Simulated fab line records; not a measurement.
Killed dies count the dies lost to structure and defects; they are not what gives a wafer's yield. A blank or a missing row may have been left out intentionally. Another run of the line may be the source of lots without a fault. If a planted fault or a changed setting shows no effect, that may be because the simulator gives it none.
fab line records -- flow nand_harc
record lots=12, wafers=36, last_day=24
route steps=1159 shown A_CONTACT@899 END@1159
lots untouched by any fault: they come from a run of this same line in which no faults occurred
start_h: hours from the record's first day to the start of the lot's first wafer shown -- wait_h: hours since the lot's step before -- " the same as in the row above -- L1.1+2: a row that stands for several wafers -- - either no value or no given start -- * or withheld: withheld -- < > ~ a bound
route shown NAME@n: names a module that has steps shown in the file, with the first one's number in the route -- usual: average and standard deviation across the fault-free wafers -- same: alike in all rows -- chamber/n: place in a boat -- sites: the reading at each site -- _std_site: standard deviation of those values -- _edge_site: outer sites' mean less inner sites' -- radius_mm: how far each site lies from the wafer's centre -- mask NAME#n: copy n -- behind: the last tool/chamber to shape the wafer -- hold: the reason the lot was held/the length of the hold in hours/how it ended -- device: names the non-switching transistor (n, p or np) -- end of line: at the end of the route, the tests of the same wafers -- for a step that has no rows: nothing shown but its recipe -- killed: not the wafer's yield, but the dies lost to structure and defects at the first sort -- map: per-die view of a wafer (x killed, . not killed, _ where there is no die)
set.NAME: the run value of the setting; set.NAME@STEP: its run value at that earlier step -- model.NAME: the simulator's own value behind a step, which no gauge read
a sample of lots followed through the steps of the route, with each step as a table and each wafer as a row
services: a tool's chamber out of use, with start hour (start_h, from the record's first day; less than 0 if before it), hours out, and reason
## steps
# step NHARC_A_CONTACT_DESCUM_74
# recipe time_s=3, o2_flow_sccm=200, ar_flow_sccm=0, bias_power_w=0, chemistry=O2
# usual drypump_motor_current_A=5.6/0.56, oes_product_au=1.002/0.0077, rf_vpp_V=57.8/0.9, showerhead_plenum_p_Torr=1.88/0.088, throttle_valve_pct=11.312/0.0086
lot.wafer,tool,chamber,start_h,wait_h,drypump_motor_current_A,oes_product_au,rf_hours_counter_h,rf_vpp_V,showerhead_plenum_p_Torr,throttle_valve_pct
L497.2,rie_diel-04,3,388.24,0.1,4.9,1.005,18,56.2,1.79,11.320
L497.3,rie_diel-04,1,388.24,0.1,5.3,0.994,15,56.0,1.82,11.293
L497.5,rie_diel-04,3,388.24,0.1,4.9,1.005,-,57.3,1.79,11.326
L498.2,rie_diel-02,0,389.25,0.1,5.7,1.008,21,59.0,1.79,11.307
L498.5,rie_diel-02,0,389.25,0.1,5.7,1.002,-,57.2,1.79,11.317
L498.6,rie_diel-02,1,389.25,0.1,6.3,0.995,-,57.3,1.78,11.294
L499.1,rie_diel-04,1,393.74,0.1,5.3,1.014,16,58.0,1.82,11.313
L499.2,rie_diel-04,2,393.74,0.1,5.2,1.003,19,58.8,2.00,11.302
L499.6,rie_diel-04,1,393.74,0.1,5.3,1.005,-,57.8,1.82,11.316
L503.2,rie_diel-05,3,419.97,0.1,6.7,1.019,30,57.7,1.89,11.314
L503.1,rie_diel-05,0,419.97,0.1,5.8,1.007,28,59.5,1.93,11.314
L503.6,rie_diel-05,2,419.97,0.1,6.2,1.014,-,59.7,2.00,11.309
L508.2,rie_diel-02,1,447.21,0.1,6.3,1.009,43,56.8,1.77,11.308
L508.3,rie_diel-02,2,447.21,0.1,5.3,0.993,48,58.1,1.87,11.300
L508.5,rie_diel-02,1,447.21,0.1,6.2,1.005,-,56.8,1.77,11.304
L511.4,rie_diel-04,1,449.24,0.1,5.3,1.006,26,56.4,1.81,11.322
L511.5,rie_diel-04,3,449.24,0.1,4.9,1.003,-,57.7,1.79,11.311
L511.6,rie_diel-04,0,449.24,0.1,6.4,0.994,-,57.3,1.92,11.310
L509.3,rie_diel-05,2,458.39,0.1,6.2,0.983,38,57.2,2.00,11.319
L509.5,rie_diel-05,0,458.39,0.1,5.8,0.996,-,57.6,1.93,11.308
L509.6,rie_diel-05,1,458.39,0.1,5.9,0.992,-,57.6,1.89,11.296
L513.1,rie_diel-02,0,474.79,0.1,5.7,1.012,55,57.3,1.78,11.324
L513.6,rie_diel-02,1,474.79,0.1,6.2,1.000,-,58.4,1.77,11.306
L513.5,rie_diel-02,2,474.79,0.1,5.3,1.002,-,57.5,1.86,11.319
L512.1,rie_diel-04,0,476.53,0.1,6.3,0.999,0,57.0,1.92,11.317
L512.2,rie_diel-04,2,476.53,0.1,5.2,1.011,0,58.5,2.00,11.311
L512.3,rie_diel-04,3,476.53,0.1,4.9,1.004,0,58.3,1.79,11.295
L516.3,rie_diel-04,1,504.34,0.1,5.3,1.001,7,58.4,1.81,11.324
L516.6,rie_diel-04,2,504.34,0.1,5.3,0.998,-,57.3,1.99,11.315
L516.5,rie_diel-04,3,504.34,0.1,4.9,1.000,-,57.3,1.79,11.311
L519.2,rie_diel-04,0,508.42,0.1,6.4,1.003,8,59.8,1.92,11.319
L519.3,rie_diel-04,1,508.42,0.1,5.3,0.993,8,57.6,1.81,11.311
L519.6,rie_diel-04,3,508.42,0.1,4.9,1.005,-,56.1,1.79,11.307
L520.4,rie_diel-04,1,509.66,0.1,5.2,1.005,9,57.8,1.81,11.304
L520.1,rie_diel-04,3,509.66,0.1,4.9,1.002,9,57.9,1.78,11.315
L520.2,rie_diel-04,0,509.66,0.1,6.4,0.995,9,58.1,1.92,11.314
# step NHARC_A_CONTACT_ETCH_76
# recipe target_depth_a=2600, over_etch_frac=0.3, time_s=475.3, ion_energy_ev=200, n2_flow_sccm=150, h2_flow_sccm=150, ar_flow_sccm=0, rf_w=400, bias_w=150, chemistry=N2/H2
# usual drypump_motor_current_A=5.7/0.57, oes_product_au=1.002/0.0073, rf_vpp_V=429.4/2.8, run_length_s=496.6/0.42, showerhead_plenum_p_Torr=2.00/0.096, throttle_valve_pct=14.172/0.0078
lot.wafer,tool,chamber,start_h,wait_h,drypump_motor_current_A,oes_product_au,rf_hours_counter_h,rf_vpp_V,run_length_s,showerhead_plenum_p_Torr,throttle_valve_pct
L497.2,rie_diel-04,3,388.45,-,4.9,1.007,18,427.7,496.9,1.91,14.170
L497.3,rie_diel-04,0,388.45,-,6.4,1.009,13,431.5,496.7,2.06,14.175
L497.5,rie_diel-04,3,388.45,-,4.9,1.000,-,427.0,496.9,1.91,14.175
L498.2,rie_diel-02,3,389.46,-,6.4,0.999,22,426.6,496.6,1.89,14.168
L498.6,rie_diel-02,2,389.46,-,5.3,1.007,-,430.1,497.2,2.00,14.177
L498.5,rie_diel-02,3,389.46,-,6.4,1.003,-,427.5,496.8,1.89,14.191
L499.2,rie_diel-04,1,394.04,-,5.3,1.004,16,427.4,496.7,1.94,14.180
L499.1,rie_diel-04,2,394.04,-,5.3,1.010,19,432.8,496.2,2.14,14.180
L499.6,rie_diel-04,2,394.04,-,5.3,0.998,-,434.9,496.2,2.14,14.164
L503.2,rie_diel-05,3,420.34,-,6.6,1.005,30,430.1,496.4,2.01,14.160
L503.1,rie_diel-05,0,420.34,-,5.8,1.002,28,431.1,496.6,2.06,14.167
L503.6,rie_diel-05,2,420.34,-,6.2,1.017,-,432.0,496.5,2.13,14.171
L508.3,rie_diel-02,3,447.42,-,6.4,1.003,47,426.2,496.7,1.88,14.170
L508.2,rie_diel-02,0,447.42,-,5.7,1.012,45,426.2,496.9,1.89,14.181
L508.5,rie_diel-02,2,447.42,-,5.3,0.992,-,427.1,497.0,1.99,14.174
L511.4,rie_diel-04,1,449.47,-,5.3,0.998,26,425.8,497.0,1.93,14.172
L511.6,rie_diel-04,3,449.47,-,4.9,1.009,-,425.9,496.2,1.90,14.172
L511.5,rie_diel-04,0,449.47,-,6.3,0.993,-,432.1,496.4,2.05,14.173
L509.3,rie_diel-05,1,458.81,-,6.0,1.005,39,429.8,496.8,2.02,14.158
L509.6,rie_diel-05,1,458.81,-,6.0,1.003,-,429.6,496.6,2.02,14.172
L509.5,rie_diel-05,2,458.81,-,6.2,1.000,-,431.9,497.1,2.13,14.178
L513.1,rie_diel-02,3,475.01,-,6.4,1.011,59,426.5,496.6,1.88,14.166
L513.5,rie_diel-02,1,475.01,-,6.3,1.003,-,427.4,497.1,1.88,14.176
L513.6,rie_diel-02,2,475.01,-,5.3,0.990,-,430.3,497.2,1.98,14.178
L512.1,rie_diel-04,1,476.74,-,5.3,0.981,0,428.5,497.4,1.93,14.164
L512.2,rie_diel-04,2,476.74,-,5.2,0.997,0,433.3,496.1,2.13,14.169
L512.3,rie_diel-04,3,476.74,-,4.9,0.997,0,427.8,496.5,1.90,14.155
L516.3,rie_diel-04,0,504.55,-,6.4,0.995,6,429.9,363.2,2.05,14.183
L516.5,rie_diel-04,0,504.55,-,6.4,0.992,-,429.9,363.3,2.05,14.176
L516.6,rie_diel-04,1,504.55,-,5.2,0.993,-,427.5,496.7,1.93,14.168
L519.2,rie_diel-04,1,508.62,-,5.3,0.995,8,427.8,497.3,1.93,14.170
L519.3,rie_diel-04,3,508.62,-,4.9,1.004,8,427.7,496.6,1.90,14.170
L519.6,rie_diel-04,0,508.62,-,6.4,0.999,-,430.4,363.3,2.05,14.166
L520.2,rie_diel-04,0,509.83,-,6.4,0.997,9,432.7,363.1,2.05,14.173
L520.1,rie_diel-04,1,509.83,-,5.3,0.992,9,426.5,497.3,1.93,14.165
L520.4,rie_diel-04,3,509.83,-,4.9,1.012,9,427.1,496.3,1.90,14.166
# step NHARC_A_CONTACT_ETCH_125
# recipe source_w=withheld, pressure_mtorr=20, bias_v=1200, time_s=155, target_depth_a=9560, ar_flow_sccm=withheld, c4f8_flow_sccm=withheld, o2_flow_sccm=withheld, chemistry=C4F8/O2/Ar
# usual run_length_s=155/0
lot.wafer,tool,chamber,start_h,wait_h,rf_hours_counter_h,run_length_s
L497.2,har_cap_etch-03,0,389.57,0.2,82,155
L497.3,har_cap_etch-03,1,389.57,0.2,-,155
L497.5,har_cap_etch-03,0,389.57,0.2,-,155
L498.2,har_cap_etch-01,1,390.62,0.2,57,155
L498.5,har_cap_etch-01,0,390.62,0.2,-,155
L498.6,har_cap_etch-01,1,390.62,0.2,-,155
L499.2,har_cap_etch-03,0,395.47,0.2,83,155
L499.1,har_cap_etch-03,1,395.47,0.2,83,155
L499.6,har_cap_etch-03,1,395.47,0.2,-,155
L503.1,har_cap_etch-03,1,421.79,0.2,87,155
L503.2,har_cap_etch-03,0,421.79,0.2,87,155
L503.6,har_cap_etch-03,1,421.79,0.2,-,155
L508.2,har_cap_etch-03,0,448.61,0.2,94,155
L508.3,har_cap_etch-03,0,448.61,0.2,-,155
L508.5,har_cap_etch-03,1,448.61,0.2,-,155
L511.4,har_cap_etch-01,1,450.61,0.1,-,155
L511.5,har_cap_etch-01,1,450.61,0.1,-,155
L511.6,har_cap_etch-01,0,450.61,0.1,-,155
L509.3,har_cap_etch-03,0,460.26,0.1,-,155
L509.6,har_cap_etch-03,1,460.26,0.1,-,155
L509.5,har_cap_etch-03,0,460.26,0.1,-,155
L513.1,har_cap_etch-01,0,476.14,0.2,71,155
L513.5,har_cap_etch-01,1,476.14,0.2,-,155
L513.6,har_cap_etch-01,0,476.14,0.2,-,155
L512.1,har_cap_etch-03,1,478.01,0.2,99,155
L512.2,har_cap_etch-03,0,478.01,0.2,99,155
L512.3,har_cap_etch-03,0,478.01,0.2,-,155
L516.3,har_cap_etch-01,0,505.77,0.1,-,155
L516.5,har_cap_etch-01,1,505.77,0.1,-,155
L516.6,har_cap_etch-01,0,505.77,0.1,-,155
L519.2,har_cap_etch-03,1,509.76,0.2,106,155
L519.3,har_cap_etch-03,1,509.76,0.2,-,155
L519.6,har_cap_etch-03,1,509.76,0.2,-,155
L520.1,har_cap_etch-02,1,511.05,0.2,32,155
L520.2,har_cap_etch-02,0,511.05,0.2,32,155
L520.4,har_cap_etch-02,0,511.05,0.2,-,155
# step NHARC_A_CONTACT_ETCH_126
# recipe source_w=withheld, pressure_mtorr=20, bias_v=1200, time_s=155, target_depth_a=9560, ar_flow_sccm=withheld, c4f8_flow_sccm=withheld, o2_flow_sccm=withheld, chemistry=C4F8/O2/Ar
# usual run_length_s=155/0
lot.wafer,tool,chamber,start_h,wait_h,rf_hours_counter_h,run_length_s
L497.2,har_cap_etch-03,0,389.72,0.1,82,155
L497.3,har_cap_etch-03,1,389.72,0.1,-,155
L497.5,har_cap_etch-03,0,389.72,0.1,-,155
L498.2,har_cap_etch-01,1,390.76,0.1,57,155
L498.5,har_cap_etch-01,0,390.76,0.1,-,155
L498.6,har_cap_etch-01,1,390.76,0.1,-,155
L499.2,har_cap_etch-03,0,395.66,0.2,83,155
L499.1,har_cap_etch-03,1,395.66,0.2,83,155
L499.6,har_cap_etch-03,1,395.66,0.2,-,155
L503.1,har_cap_etch-03,1,421.93,0.1,88,155
L503.2,har_cap_etch-03,0,421.93,0.1,88,155
L503.6,har_cap_etch-03,1,421.93,0.1,-,155
L508.2,har_cap_etch-03,0,448.75,0.1,94,155
L508.3,har_cap_etch-03,0,448.75,0.1,-,155
L508.5,har_cap_etch-03,1,448.75,0.1,-,155
L511.4,har_cap_etch-01,1,450.75,0.1,-,155
L511.5,har_cap_etch-01,1,450.75,0.1,-,155
L511.6,har_cap_etch-01,0,450.75,0.1,-,155
L509.3,har_cap_etch-03,0,460.40,0.1,-,155
L509.6,har_cap_etch-03,1,460.40,0.1,-,155
L509.5,har_cap_etch-03,0,460.40,0.1,-,155
L513.1,har_cap_etch-01,0,476.29,0.1,72,155
L513.5,har_cap_etch-01,1,476.29,0.1,-,155
L513.6,har_cap_etch-01,0,476.29,0.1,-,155
L512.1,har_cap_etch-03,1,478.20,0.2,99,155
L512.2,har_cap_etch-03,0,478.20,0.2,99,155
L512.3,har_cap_etch-03,0,478.20,0.2,-,155
L516.3,har_cap_etch-01,0,505.91,0.1,-,155
L516.5,har_cap_etch-01,1,505.91,0.1,-,155
L516.6,har_cap_etch-01,0,505.91,0.1,-,155
L519.2,har_cap_etch-03,1,509.90,0.1,106,155
L519.3,har_cap_etch-03,1,509.90,0.1,-,155
L519.6,har_cap_etch-03,1,509.90,0.1,-,155
L520.1,har_cap_etch-02,1,511.24,0.2,33,155
L520.2,har_cap_etch-02,0,511.24,0.2,33,155
L520.4,har_cap_etch-02,0,511.24,0.2,-,155
# step NHARC_END_SORT_01
# recipe temp_c=25
# usual killed_at_array=29/12, killed_at_other=0.7/1, killed_at_periphery=4/3.2, killed_dies=34/12, killed_open=3.4/2, killed_short=1.8/1.3
# same gross_dies=677
lot.wafer,tool,chamber,start_h,wait_h,killed_at_array,killed_at_other,killed_at_periphery,killed_dies,killed_open,killed_short
L516.3,prober-02,0,575.53,3.1,642,3,2,647,8,1
L516.5,prober-02,0,577.12,3.7,625,1,3,629,7,0
L516.6,prober-02,0,577.92,4.0,70,2,1,73,3,2
L519.2,prober-01,0,575.88,2.8,32,1,1,34,2,3
L519.3,prober-01,0,576.67,3.1,51,1,1,53,5,1
L519.6,prober-01,0,579.03,3.9,640,0,2,642,2,0
L520.1,prober-02,0,581.74,2.5,43,2,1,46,7,3
L520.2,prober-02,0,582.54,2.8,618,0,1,619,4,1
L520.4,prober-02,0,584.14,3.4,33,1,1,35,2,1
# killed by level:class
L516.3 A_CONTACT:area_etch=594 A_CHANNEL_HOLE_D1:chamber_film_flake=14 A_SLIT:chamber_film_flake=13 A_STAIRCASE:chamber_film_flake=11 A_CONTACT:geometric_particle:open=3 THIN_TSV:chamber_film_flake=3 A_CHANNEL_HOLE_D1:geometric_particle:open=2 P_STI:geometric_particle:open=1
L519.2 A_SLIT:chamber_film_flake=12 A_CHANNEL_HOLE_D1:chamber_film_flake=7 A_CONTACT:chamber_film_flake=5 A_M1:chamber_film_flake=3 P_GATE:geometric_particle:short=1 A_ONON_D1:geometric_particle:short=1 A_CHANNEL_HOLE_D1:geometric_particle:short=1 A_SGD_CUT:geometric_particle:open=1
L519.3 A_SLIT:chamber_film_flake=27 A_CHANNEL_HOLE_D1:chamber_film_flake=11 A_CONTACT:chamber_film_flake=3 A_BLC:geometric_particle:open=2 A_ZERO_WELL:chamber_film_flake=2 P_CONTACT:geometric_particle:open=1 A_WL_FILL:geometric_particle:short=1 A_CONTACT:geometric_particle:open=1
L516.5 A_CONTACT:area_etch=582 A_SLIT:chamber_film_flake=19 A_CHANNEL_HOLE_D1:chamber_film_flake=12 A_STAIRCASE:chamber_film_flake=5 P_GATE:geometric_particle:open=2 A_CONTACT:geometric_particle:open=2 A_M0:geometric_particle:open=2 A_CONTACT:chamber_film_flake=2
L516.6 A_CHANNEL_HOLE_D1:chamber_film_flake=31 A_SLIT:chamber_film_flake=20 A_STAIRCASE:chamber_film_flake=11 A_M0:geometric_particle:short=2 A_CONTACT:chamber_film_flake=2 THIN_TSV:chamber_film_flake=2 P_GATE:geometric_particle:open=1 A_SOURCE_PLATE:geometric_particle:open=1
L519.6 A_CONTACT:area_etch=604 A_SLIT:chamber_film_flake=14 A_CHANNEL_HOLE_D1:chamber_film_flake=12 A_CONTACT:chamber_film_flake=5 A_M0:geometric_particle:open=2 A_M1:chamber_film_flake=2 P_ZERO_WELL:chamber_film_flake=1 P_M0:chamber_film_flake=1
L520.1 A_SLIT:chamber_film_flake=13 A_CHANNEL_HOLE_D1:chamber_film_flake=6 A_STAIRCASE:chamber_film_flake=6 A_M1:chamber_film_flake=4 A_BLC:geometric_particle:open=2 A_M0:geometric_particle:short=2 A_M0:geometric_particle:open=2 A_CHANNEL_FILL_D1:chamber_film_flake=2
L520.2 A_CONTACT:area_etch=579 A_SLIT:chamber_film_flake=14 A_CHANNEL_HOLE_D1:chamber_film_flake=6 A_STAIRCASE:chamber_film_flake=6 A_WL_FILL:chamber_film_flake=3 A_M1:chamber_film_flake=3 A_ONON_D1:geometric_particle:open=1 A_WL_FILL:geometric_particle:open=1
L520.4 A_SLIT:chamber_film_flake=16 A_CHANNEL_HOLE_D1:chamber_film_flake=9 A_CONTACT:geometric_particle:open=2 A_M1:chamber_film_flake=2 P_CONTACT:geometric_particle:short=1 A_CONTACT:chamber_film_flake=1 A_CHANNEL_FILL_D1:chamber_film_flake=1 A_STAIRCASE:chamber_film_flake=1
## services
tool,chamber,start_h,hours,kind
rie_diel-04,0,371.50,-,clean
rie_diel-04,1,371.50,-,clean
rie_diel-04,2,371.50,-,clean
rie_diel-04,3,371.50,-,clean
rie_diel-04,0,374.09,10.1,repair
rie_diel-04,3,391.44,8.3,repair
rie_diel-04,0,391.88,1.9,repair
rie_diel-04,0,396.00,-,clean
rie_diel-04,1,396.00,-,clean
rie_diel-04,2,396.00,-,clean
rie_diel-04,2,411.88,3.5,repair
rie_diel-04,0,420.50,-,clean
rie_diel-04,1,420.50,-,clean
rie_diel-04,2,420.50,-,clean
rie_diel-04,3,420.50,-,clean
rie_diel-04,1,435.79,1.6,repair
rie_diel-04,0,445.08,-,clean
rie_diel-04,1,445.08,-,clean
rie_diel-04,2,445.08,-,clean
rie_diel-04,-,466.00,9.0,pm
rie_diel-04,-,479.07,0.4,repair
rie_diel-02,3,502.46,8.7,repair
har_cap_etch-02,-,504.75,1.5,repair
rie_diel-02,-,505.11,9.0,pm
## key
first_sign step=NHARC_A_CONTACT_ETCH_76, reading=run_length_s, direction=down, sigmas=99+, usual=*, struck=*
effect step=NHARC_END_SORT_01, reading=killed_dies, direction=up, sigmas=51, usual=34, struck=634
more_kills_born_at NHARC_A_CONTACT_ETCH_76@rie_diel-04=2359
met_at NHARC_A_CONTACT_ETCH_76
struck_lots L516,L519,L520
struck_wafers L516.3,L516.5,L519.6,L520.2
later_rows_left_out L516.3,L516.5,L519.6,L520.2
tester_left_out L516,L519,L520
not_acting_at NHARC_A_CONTACT_DESCUM_74,NHARC_A_CONTACT_ETCH_125,NHARC_A_CONTACT_ETCH_126
onset_between 449.47 504.55
fault kind=process_parameter_drift, tool=rie_diel-04, chamber=0, onset_h=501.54, steps=NHARC_A_CONTACT_ETCH_76, channel=time_s, offset=*, shape=step, end_h=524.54, acts_in=*, stated=*
# tester_left_out: of these lots the tester's yield and bins aren't shown, on N5 and GAA mostly nor the transistor test; their killed dies are dies lost to structure and defects alone, not to doping, threshold or leakage, so they don't give the yield
# later_rows_left_out: the simulator's readings of these wafers behind a module that went badly wrong aren't trusted and aren't shown, but for the sort
